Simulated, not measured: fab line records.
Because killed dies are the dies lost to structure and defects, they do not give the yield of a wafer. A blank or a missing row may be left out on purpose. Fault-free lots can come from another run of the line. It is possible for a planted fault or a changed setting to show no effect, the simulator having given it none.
fab line records	flow nandHarc	part 1 of 2: steps 1 to 14 of 23
[record] lots = 5	wafers = 15	lastDay = 32
route steps=1302 shown A_STAIRCASE@666
lots untouched by any fault: they come from a run of this same line in which no faults occurred
startH: hours from the record's opening day to when the first of the lot's shown wafers began	waitH: hours elapsed since this lot's preceding step	" the same as in the row above	L1.1+2: several wafers, shown together as one row	- no value, or no start given	* or withheld: withheld	< > ~ a bound
route shown NAME@n: NAME is a module with steps in the file, n the number in the route of the first one	usual: average and standard deviation across the fault-free wafers	same: alike in all rows	chamber/n: place in a boat	sites: each site's reading	_std_site: how widely they spread, as a standard deviation	_edge_site: inner sites' mean taken away from outer sites' mean	radiusMm: how far each site lies from the wafer's centre	mask NAME#n: copy n	behind: tool/chamber where the wafer was last shaped	hold: what put the lot on hold/how long, in hours/how the hold closed	device: the transistor (n, p or np) that didn't switch	end of line: the same wafers' tests at the end of the route	for a step that has no rows: nothing shown but its recipe	killed: at the first sort, the dies lost to defects and structure; wafer yield is something else	map: a wafer's dies, x killed, . not, _ none there
set.NAME: the setting that was run; set.NAME@STEP: the one run at that earlier step	model.NAME: the simulator's own value behind a step, which no gauge read
lots at selected steps of the route; one table per step, one row per wafer
services: a tool's chamber out of use, with start hour (startH, from the record's first day; less than 0 if before it), hours out, and reason
[[steps]]
[step NHARC_A_STAIRCASE_HARDBAKE_10]
[recipe] tempC = 120	timeS = 140
[usual] exhaustPa = 45.1/0.92
lot.wafer	tool	chamber	startH	waitH	exhaustPa
L077.1	lithoTrack-07	0	396.03	-	44.5
L077.2	"	0	"	"	44.9
L077.6	"	0	"	"	46.8
L078.1	lithoTrack-05	0	403.39	-	43.3
L078.2	"	0	"	"	43.0
L078.3	"	0	"	"	44.4
L087.1	lithoTrack-05	0	472.13	-	45.9
L087.5	"	0	"	"	44.7
L087.6	"	0	"	"	45.8
L091.2	lithoTrack-05	0	519.59	-	44.2
L091.4	"	0	"	"	45.1
L091.6	"	0	"	"	44.9
L093.1	lithoTrack-07	0	542.19	-	46.5
L093.2	"	0	"	"	45.5
L093.6	"	0	"	"	45.6
[step NHARC_A_STAIRCASE_DESCUM_11]
[recipe] timeS = 3	o2FlowSccm = 200	arFlowSccm = 0	biasPowerW = 0	chemistry = O2
[usual] drypumpMotorCurrentA = 5.7/0.52	o2FlowSccm = 200.0/0.58	oesProductAu = 1.001/0.0086	rfVppV = 57.8/0.9	showerheadPlenumPTorr = 1.91/0.1	throttleValvePct = 11.311/0.0097
lot.wafer	tool	chamber	startH	waitH	drypumpMotorCurrentA	o2FlowSccm	oesProductAu	rfHoursCounterH	rfVppV	showerheadPlenumPTorr	throttleValvePct
L077.2	rieDiel-13	0	396.12	-	6.2	199.5	1.006	15	58.2	1.90	11.323
L077.1	"	2	"	"	5.3	200.5	1.011	9	58.8	1.82	11.316
L077.6	"	1	"	"	6.3	198.8	1.007	-	56.5	1.79	11.314
L078.3	rieDiel-02	0	403.48	-	5.8	200.1	0.994	0	58.0	2.06	11.318
L078.1	"	1	"	"	5.0	199.8	0.993	0	57.9	2.08	11.311
L078.2	"	3	"	"	5.9	200.6	1.007	0	56.8	1.85	11.304
L087.1	rieDiel-12	2	472.24	-	5.1	199.5	0.990	6	59.7	2.07	11.312
L087.6	"	2	"	"	5.1	199.9	1.008	-	59.4	2.07	11.301
L087.5	"	0	"	"	4.9	199.9	0.995	-	58.0	1.79	11.308
L091.2	rieDiel-13	0	519.68	-	6.2	199.9	1.008	46	57.9	1.89	11.294
L091.4	"	2	"	"	5.3	200.5	1.012	50	56.9	1.81	11.308
L091.6	"	0	"	"	6.3	199.3	0.998	-	58.1	1.89	11.298
L093.1	rieDiel-12	2	542.28	-	5.1	200.3	0.999	31	59.1	2.07	11.330
L093.2	"	0	"	"	4.9	199.0	1.003	30	56.1	1.78	11.308
L093.6	"	3	"	"	5.7	199.8	0.988	-	58.2	1.96	11.312
[step NHARC_A_STAIRCASE_TRIM_12]
[recipe] timeS = 211.2	o2FlowSccm = 500	arFlowSccm = 0	biasW = 0	chemistry = O2
[usual] drypumpMotorCurrentA = 5.8/0.54	o2FlowSccm = 500.0/1.2	oesProductAu = 1.002/0.0096	rfVppV = 57.7/0.96	showerheadPlenumPTorr = 3.51/0.17	throttleValvePct = 17.037/0.009
lot.wafer	tool	chamber	startH	waitH	drypumpMotorCurrentA	o2FlowSccm	oesProductAu	rfHoursCounterH	rfVppV	showerheadPlenumPTorr	throttleValvePct
L077.1	rieDiel-13	3	396.21	0.1	5.4	499.0	0.991	15	57.9	3.65	17.037
L077.2	"	1	"	"	6.3	498.5	1.003	13	58.0	3.31	17.045
L077.6	"	0	"	"	6.2	501.2	0.988	-	57.1	3.51	17.024
L078.2	rieDiel-02	2	403.57	0.1	6.6	501.5	1.007	0	55.8	3.47	17.047
L078.1	"	3	"	"	5.9	498.6	1.006	0	56.7	3.42	17.031
L078.3	"	1	"	"	5.0	500.2	0.993	0	57.3	3.81	17.041
L087.1	rieDiel-12	2	472.43	0.2	5.1	500.3	1.022	6	59.7	3.81	17.037
L087.5	"	2	"	"	5.1	502.7	1.004	-	58.1	3.80	17.030
L087.6	"	3	"	"	5.7	499.6	0.991	-	59.0	3.62	17.036
L091.2	rieDiel-13	0	519.76	0.1	6.3	497.7	0.994	46	57.7	3.49	17.041
L091.4	"	1	"	"	6.3	499.1	1.006	49	56.7	3.29	17.042
L091.6	"	1	"	"	6.3	501.9	1.022	-	57.6	3.29	17.031
L093.2	rieDiel-12	2	542.36	0.1	5.1	501.3	1.009	31	57.8	3.79	17.026
L093.1	"	3	"	"	5.7	500.8	0.989	31	58.9	3.61	17.046
L093.6	"	2	"	"	5.1	499.2	1.005	-	58.4	3.79	17.030
[step NHARC_A_STAIRCASE_ETCH_13]
[recipe] targetDepthA = 1000	timeS = 40.5	ionEnergyEv = 400	c4f8FlowSccm = 20	o2FlowSccm = 10	arFlowSccm = withheld	rfW = 600	biasW = 1000	chemistry = C4F8/O2
[usual] oesProductAu = 0.944/0.014	rfFwdPowerW = 592/3.5	rfVppV = 895/6.3
lot.wafer	tool	chamber	startH	waitH	oesProductAu	rfFwdPowerW	rfHoursCounterH	rfVppV
L077.1	rieDiel-13	2	-	-	0.948	588	9	890
L077.2	"	3	"	"	0.943	584	15	902
L077.6	"	3	"	"	0.952	586	-	899
L078.2	rieDiel-02	0	-	-	0.943	590	0	905
L078.3	"	1	"	"	0.932	598	0	906
L078.1	"	2	"	"	0.950	596	0	894
L087.1	rieDiel-12	2	-	-	0.921	590	6	904
L087.6	"	0	"	"	0.933	586	-	888
L087.5	"	3	"	"	0.916	590	-	900
L091.4	rieDiel-13	3	-	-	0.954	591	50	899
L091.2	"	1	"	"	0.968	595	49	887
L091.6	"	2	"	"	0.979	591	-	889
L093.2	rieDiel-12	3	-	-	0.939	592	31	898
L093.1	"	1	"	"	0.975	595	29	893
L093.6	"	0	"	"	0.965	589	-	887
[step NHARC_A_STAIRCASE_TRIM_14]
[recipe] timeS = 211.2	o2FlowSccm = 500	arFlowSccm = 0	biasW = 0	chemistry = O2
[usual] drypumpMotorCurrentA = 5.7/0.54	o2FlowSccm = 500.2/1.5	oesProductAu = 1.003/0.0088	rfVppV = 57.7/0.9	showerheadPlenumPTorr = 3.51/0.17	throttleValvePct = 17.037/0.01
lot.wafer	tool	chamber	startH	waitH	drypumpMotorCurrentA	o2FlowSccm	oesProductAu	rfHoursCounterH	rfVppV	showerheadPlenumPTorr	throttleValvePct
L077.2	rieDiel-13	2	-	-	5.2	500.4	1.004	9	57.6	3.37	17.029
L077.1	"	3	"	"	5.4	500.1	1.008	15	58.0	3.65	17.028
L077.6	"	1	"	"	6.3	501.1	0.997	-	56.5	3.31	17.011
L078.1	rieDiel-02	1	-	-	5.0	500.1	0.998	0	57.9	3.81	17.048
L078.3	"	2	"	"	6.6	501.4	1.001	0	56.4	3.47	17.041
L078.2	"	0	"	"	5.8	500.9	0.993	0	58.6	3.78	17.037
L087.1	rieDiel-12	3	-	-	5.7	502.2	0.984	7	59.1	3.62	17.039
L087.6	"	0	"	"	4.9	501.1	0.997	-	57.0	3.31	17.049
L087.5	"	2	"	"	5.1	498.2	1.013	-	57.8	3.80	17.048
L091.4	rieDiel-13	3	-	-	5.4	500.6	1.001	51	57.5	3.63	17.040
L091.2	"	0	"	"	6.2	500.3	0.998	46	56.9	3.49	17.036
L091.6	"	3	"	"	5.4	499.7	1.004	-	58.0	3.63	17.029
L093.1	rieDiel-12	3	-	-	5.7	500.0	0.996	32	57.6	3.61	17.030
L093.2	"	1	"	"	6.5	502.4	1.011	29	57.2	3.46	17.054
L093.6	"	0	"	"	4.9	500.4	1.009	-	57.0	3.29	17.029
[step NHARC_A_STAIRCASE_ETCH_15]
[recipe] targetDepthA = 1000	timeS = 40.5	ionEnergyEv = 400	c4f8FlowSccm = 20	o2FlowSccm = 10	arFlowSccm = withheld	rfW = 600	biasW = 1000	chemistry = C4F8/O2
[usual] oesProductAu = 0.944/0.011	rfFwdPowerW = 592/3.6	rfVppV = 896/6.2
lot.wafer	tool	chamber	startH	waitH	oesProductAu	rfFwdPowerW	rfHoursCounterH	rfVppV
L077.1	rieDiel-13	3	-	-	0.951	585	15	900
L077.2	"	1	"	"	0.951	597	14	888
L077.6	"	0	"	"	0.937	593	-	894
L078.2	rieDiel-02	0	-	-	0.955	592	0	905
L078.1	"	1	"	"	0.938	592	0	906
L078.3	"	3	"	"	0.960	598	0	892
L087.1	rieDiel-12	3	-	-	0.916	593	7	899
L087.6	"	2	"	"	0.935	589	-	906
L087.5	"	3	"	"	0.924	594	-	900
L091.2	rieDiel-13	3	-	-	0.943	586	51	900
L091.4	"	0	"	"	0.940	592	46	894
L091.6	"	2	"	"	0.954	592	-	890
L093.1	rieDiel-12	3	-	-	0.932	593	32	900
L093.2	"	0	"	"	0.948	584	30	888
L093.6	"	3	"	"	0.932	593	-	900
[step NHARC_A_STAIRCASE_TRIM_16]
[recipe] timeS = 211.2	o2FlowSccm = 500	arFlowSccm = 0	biasW = 0	chemistry = O2
[usual] drypumpMotorCurrentA = 5.7/0.54	o2FlowSccm = 500.0/1.5	oesProductAu = 1.002/0.0087	rfVppV = 57.8/1	showerheadPlenumPTorr = 3.51/0.17	throttleValvePct = 17.037/0.0087
lot.wafer	tool	chamber	startH	waitH	drypumpMotorCurrentA	o2FlowSccm	oesProductAu	rfHoursCounterH	rfVppV	showerheadPlenumPTorr	throttleValvePct
L077.2	rieDiel-13	3	-	-	5.4	501.8	1.013	15	60.5	3.65	17.039
L077.1	"	0	"	"	6.2	499.6	1.000	15	58.3	3.51	17.064
L077.6	"	1	"	"	6.3	500.1	1.013	-	58.6	3.31	17.021
L078.3	rieDiel-02	3	-	-	5.9	500.4	1.005	0	57.1	3.42	17.031
L078.1	"	1	"	"	5.0	497.2	0.996	0	57.4	3.81	17.059
L078.2	"	2	"	"	6.6	500.1	0.987	0	56.3	3.47	17.050
L087.1	rieDiel-12	3	-	-	5.7	502.1	1.002	7	58.9	3.62	17.028
L087.5	"	3	"	"	5.7	502.5	1.000	-	59.6	3.62	17.041
L087.6	"	0	"	"	4.9	501.6	1.009	-	57.0	3.31	17.031
L091.2	rieDiel-13	1	-	-	6.3	496.2	1.002	50	57.2	3.29	17.028
L091.4	"	3	"	"	5.4	501.1	1.007	51	59.4	3.63	17.018
L091.6	"	2	"	"	5.3	498.6	1.006	-	57.1	3.35	17.037
L093.2	rieDiel-12	0	-	-	4.9	501.1	0.997	30	55.3	3.29	17.053
L093.1	"	3	"	"	5.7	501.2	0.988	32	57.9	3.61	17.032
L093.6	"	0	"	"	4.9	502.9	0.994	-	58.7	3.29	17.044
[step NHARC_A_STAIRCASE_ETCH_17]
[recipe] targetDepthA = 1000	timeS = 40.5	ionEnergyEv = 400	c4f8FlowSccm = 20	o2FlowSccm = 10	arFlowSccm = withheld	rfW = 600	biasW = 1000	chemistry = C4F8/O2
[usual] oesProductAu = 0.945/0.0098	rfFwdPowerW = 592/3.7	rfVppV = 896/6.1
lot.wafer	tool	chamber	startH	waitH	oesProductAu	rfFwdPowerW	rfHoursCounterH	rfVppV
L077.1	rieDiel-13	1	-	-	0.944	598	14	888
L077.2	"	2	"	"	0.952	589	9	891
L077.6	"	3	"	"	0.958	588	-	901
L078.2	rieDiel-02	1	-	-	0.949	594	0	907
L078.3	"	2	"	"	0.937	595	0	895
L078.1	"	0	"	"	0.940	591	0	905
L087.1	rieDiel-12	2	-	-	0.934	590	7	905
L087.6	"	3	"	"	0.924	593	-	898
L087.5	"	2	"	"	0.936	591	-	905
L091.2	rieDiel-13	3	-	-	0.959	590	51	899
L091.4	"	2	"	"	0.956	587	50	890
L091.6	"	3	"	"	0.960	590	-	900
L093.1	rieDiel-12	2	-	-	0.954	593	32	905
L093.2	"	3	"	"	0.941	595	32	899
L093.6	"	3	"	"	0.941	592	-	901
[step NHARC_A_STAIRCASE_TRIM_18]
[recipe] timeS = 211.2	o2FlowSccm = 500	arFlowSccm = 0	biasW = 0	chemistry = O2
[usual] drypumpMotorCurrentA = 5.8/0.54	o2FlowSccm = 500.2/1.4	oesProductAu = 1.003/0.008	rfVppV = 57.7/0.84	showerheadPlenumPTorr = 3.50/0.17	throttleValvePct = 17.036/0.009
lot.wafer	tool	chamber	startH	waitH	drypumpMotorCurrentA	o2FlowSccm	oesProductAu	rfHoursCounterH	rfVppV	showerheadPlenumPTorr	throttleValvePct
L077.1	rieDiel-13	0	-	-	6.2	499.4	1.008	16	57.9	3.51	17.030
L077.2	"	3	"	"	5.4	501.0	0.998	15	57.1	3.65	17.049
L077.6	"	0	"	"	6.2	501.8	1.013	-	56.6	3.51	17.037
L078.2	rieDiel-02	2	-	-	6.5	503.4	1.016	0	58.3	3.47	17.029
L078.1	"	3	"	"	5.9	498.5	1.010	0	57.8	3.42	17.034
L078.3	"	1	"	"	5.0	496.0	0.991	0	58.6	3.81	17.046
L087.1	rieDiel-12	2	-	-	5.1	499.6	1.005	7	57.0	3.80	17.046
L087.5	"	2	"	"	5.1	499.5	1.011	-	58.7	3.80	17.028
L087.6	"	3	"	"	5.7	499.9	0.999	-	58.2	3.62	17.048
L091.2	rieDiel-13	1	-	-	6.3	501.0	0.998	50	58.2	3.29	17.032
L091.4	"	2	"	"	5.2	501.4	1.008	50	56.5	3.35	17.035
L091.6	"	3	"	"	5.4	498.1	1.006	-	57.4	3.63	17.053
L093.2	rieDiel-12	0	-	-	4.9	499.2	0.992	31	56.9	3.29	17.027
L093.1	"	2	"	"	5.1	499.0	1.010	32	58.5	3.79	17.025
L093.6	"	0	"	"	4.9	496.7	0.999	-	58.2	3.29	17.024
[step NHARC_A_STAIRCASE_ETCH_19]
[recipe] targetDepthA = 1000	timeS = 40.5	ionEnergyEv = 400	c4f8FlowSccm = 20	o2FlowSccm = 10	arFlowSccm = withheld	rfW = 600	biasW = 1000	chemistry = C4F8/O2
[usual] oesProductAu = 0.945/0.01	rfFwdPowerW = 592/3.6	rfVppV = 895/6.3
lot.wafer	tool	chamber	startH	waitH	oesProductAu	rfFwdPowerW	rfHoursCounterH	rfVppV
L077.2	rieDiel-13	0	-	-	0.951	591	16	894
L077.1	"	2	"	"	0.965	590	9	890
L077.6	"	1	"	"	0.953	597	-	888
L078.3	rieDiel-02	1	-	-	0.946	595	0	907
L078.1	"	3	"	"	0.940	593	0	892
L078.2	"	0	"	"	0.946	594	0	905
L087.1	rieDiel-12	2	-	-	0.952	590	7	907
L087.6	"	3	"	"	0.927	595	-	898
L087.5	"	0	"	"	0.936	588	-	888
L091.2	rieDiel-13	0	-	-	0.928	594	46	895
L091.4	"	1	"	"	0.932	595	50	886
L091.6	"	3	"	"	0.933	584	-	898
L093.2	rieDiel-12	0	-	-	0.939	585	31	886
L093.1	"	1	"	"	0.954	595	29	893
L093.6	"	3	"	"	0.936	593	-	900
[step NHARC_A_STAIRCASE_TRIM_20]
[recipe] timeS = 211.2	o2FlowSccm = 500	arFlowSccm = 0	biasW = 0	chemistry = O2
[usual] drypumpMotorCurrentA = 5.7/0.56	o2FlowSccm = 500.0/1.5	oesProductAu = 1.001/0.009	rfVppV = 57.8/0.9	showerheadPlenumPTorr = 3.53/0.18	throttleValvePct = 17.037/0.0091
lot.wafer	tool	chamber	startH	waitH	drypumpMotorCurrentA	o2FlowSccm	oesProductAu	rfHoursCounterH	rfVppV	showerheadPlenumPTorr	throttleValvePct
L077.1	rieDiel-12	3	397.28	0.1	5.7	498.3	1.007	39	58.1	3.63	17.044
L077.2	"	0	"	"	4.9	499.6	0.999	42	56.2	3.32	17.021
L077.6	"	0	"	"	4.9	498.8	1.003	-	57.4	3.32	17.053
L078.3	rieDiel-13	1	404.59	0.1	6.3	497.0	1.004	16	57.0	3.31	17.044
L078.2	"	3	"	"	5.4	498.5	1.011	17	58.2	3.65	17.052
L078.1	"	0	"	"	6.3	499.8	1.002	17	57.8	3.50	17.045
L087.1	rieDiel-13	2	474.25	0.1	5.3	499.4	1.012	35	56.5	3.36	17.028
L087.6	"	3	"	"	5.4	498.4	1.001	-	57.3	3.64	17.031
L087.5	"	0	"	"	6.3	499.5	0.994	-	56.6	3.50	17.036
L091.2	rieDiel-02	2	520.89	0.1	6.6	499.6	0.997	42	56.7	3.45	17.043
L091.4	"	1	"	"	5.0	501.4	0.993	39	58.3	3.79	17.042
L091.6	"	2	"	"	6.6	497.6	0.994	-	59.4	3.44	17.026
L093.2	rieDiel-13	0	543.40	0.1	6.2	500.5	1.012	3	58.1	3.49	17.039
L093.1	"	1	"	"	6.3	498.4	1.012	3	55.9	3.29	17.039
L093.6	"	3	"	"	5.4	500.0	1.002	-	57.9	3.63	17.036
[step NHARC_A_STAIRCASE_ETCH_21]
[recipe] targetDepthA = 1000	timeS = 40.5	ionEnergyEv = 400	c4f8FlowSccm = 20	o2FlowSccm = 10	arFlowSccm = withheld	rfW = 600	biasW = 1000	chemistry = C4F8/O2
[usual] oesProductAu = 0.956/0.016	rfFwdPowerW = 593/3.8	rfVppV = 896/6.5
lot.wafer	tool	chamber	startH	waitH	oesProductAu	rfFwdPowerW	rfHoursCounterH	rfVppV
L077.1	rieDiel-12	0	-	-	0.947	585	42	889
L077.2	"	1	"	"	0.956	592	42	893
L077.6	"	3	"	"	0.949	591	-	901
L078.1	rieDiel-13	3	-	-	0.944	584	17	900
L078.2	"	0	"	"	0.960	594	17	894
L078.3	"	2	"	"	0.933	591	11	890
L087.1	rieDiel-13	0	-	-	0.968	596	36	894
L087.5	"	0	"	"	0.959	596	-	894
L087.6	"	1	"	"	0.977	598	-	888
L091.2	rieDiel-02	2	-	-	0.961	593	42	893
L091.4	"	3	"	"	0.963	595	37	891
L091.6	"	1	"	"	0.978	599	-	905
L093.1	rieDiel-13	0	-	-	0.947	597	4	893
L093.2	"	2	"	"	0.954	595	3	890
L093.6	"	1	"	"	0.955	597	-	887
[step NHARC_A_STAIRCASE_TRIM_22]
[recipe] timeS = 211.2	o2FlowSccm = 500	arFlowSccm = 0	biasW = 0	chemistry = O2
[usual] drypumpMotorCurrentA = 5.7/0.55	o2FlowSccm = 500.4/1.5	oesProductAu = 1.002/0.01	rfVppV = 57.9/1	showerheadPlenumPTorr = 3.52/0.18	throttleValvePct = 17.036/0.0092
lot.wafer	tool	chamber	startH	waitH	drypumpMotorCurrentA	o2FlowSccm	oesProductAu	rfHoursCounterH	rfVppV	showerheadPlenumPTorr	throttleValvePct
L077.1	rieDiel-12	3	-	-	5.7	499.1	1.000	39	58.6	3.63	17.034
L077.2	"	0	"	"	4.9	501.8	0.993	42	57.0	3.32	17.036
L077.6	"	2	"	"	5.1	500.9	1.015	-	56.9	3.27	17.020
L078.2	rieDiel-13	3	-	-	5.4	499.0	1.006	17	57.9	3.65	17.036
L078.1	"	0	"	"	6.3	501.5	1.017	17	57.6	3.51	17.039
L078.3	"	1	"	"	6.3	498.3	1.014	16	56.4	3.31	17.024
L087.1	rieDiel-13	1	-	-	6.3	501.6	0.994	38	57.1	3.30	17.033
L087.5	"	1	"	"	6.3	501.0	1.013	-	57.2	3.30	17.040
L087.6	"	2	"	"	5.3	498.4	1.005	-	57.1	3.36	17.031
L091.2	rieDiel-02	0	-	-	5.8	500.1	0.994	41	59.9	3.75	17.040
L091.4	"	2	"	"	6.5	498.2	1.004	42	56.5	3.45	17.008
L091.6	"	3	"	"	5.9	502.4	1.005	-	56.3	3.40	17.036
L093.1	rieDiel-13	1	-	-	6.3	501.5	1.012	3	56.0	3.29	17.050
L093.2	"	2	"	"	5.3	499.3	0.998	3	58.7	3.35	17.035
L093.6	"	0	"	"	6.2	499.9	1.004	-	56.5	3.49	17.029
[step NHARC_A_STAIRCASE_ETCH_23]
[recipe] targetDepthA = 1000	timeS = 40.5	ionEnergyEv = 400	c4f8FlowSccm = 20	o2FlowSccm = 10	arFlowSccm = withheld	rfW = 600	biasW = 1000	chemistry = C4F8/O2
[usual] oesProductAu = 0.948/0.013	rfFwdPowerW = 592/3.8	rfVppV = 896/6.4
lot.wafer	tool	chamber	startH	waitH	oesProductAu	rfFwdPowerW	rfHoursCounterH	rfVppV
L077.2	rieDiel-12	3	-	-	0.941	594	39	899
L077.1	"	1	"	"	0.954	593	42	895
L077.6	"	3	"	"	0.946	591	-	900
L078.3	rieDiel-13	2	-	-	0.943	589	12	891
L078.1	"	3	"	"	0.939	584	17	900
L078.2	"	0	"	"	0.942	591	18	895
L087.1	rieDiel-13	1	-	-	0.942	596	38	887
L087.5	"	2	"	"	0.953	587	-	890
L087.6	"	3	"	"	0.950	587	-	901
L091.2	rieDiel-02	3	-	-	0.946	590	37	891
L091.4	"	1	"	"	0.931	593	39	905
L091.6	"	3	"	"	0.935	591	-	893
L093.1	rieDiel-13	2	-	-	0.946	588	3	890
L093.2	"	3	"	"	0.955	589	4	899
L093.6	"	1	"	"	0.952	594	-	888
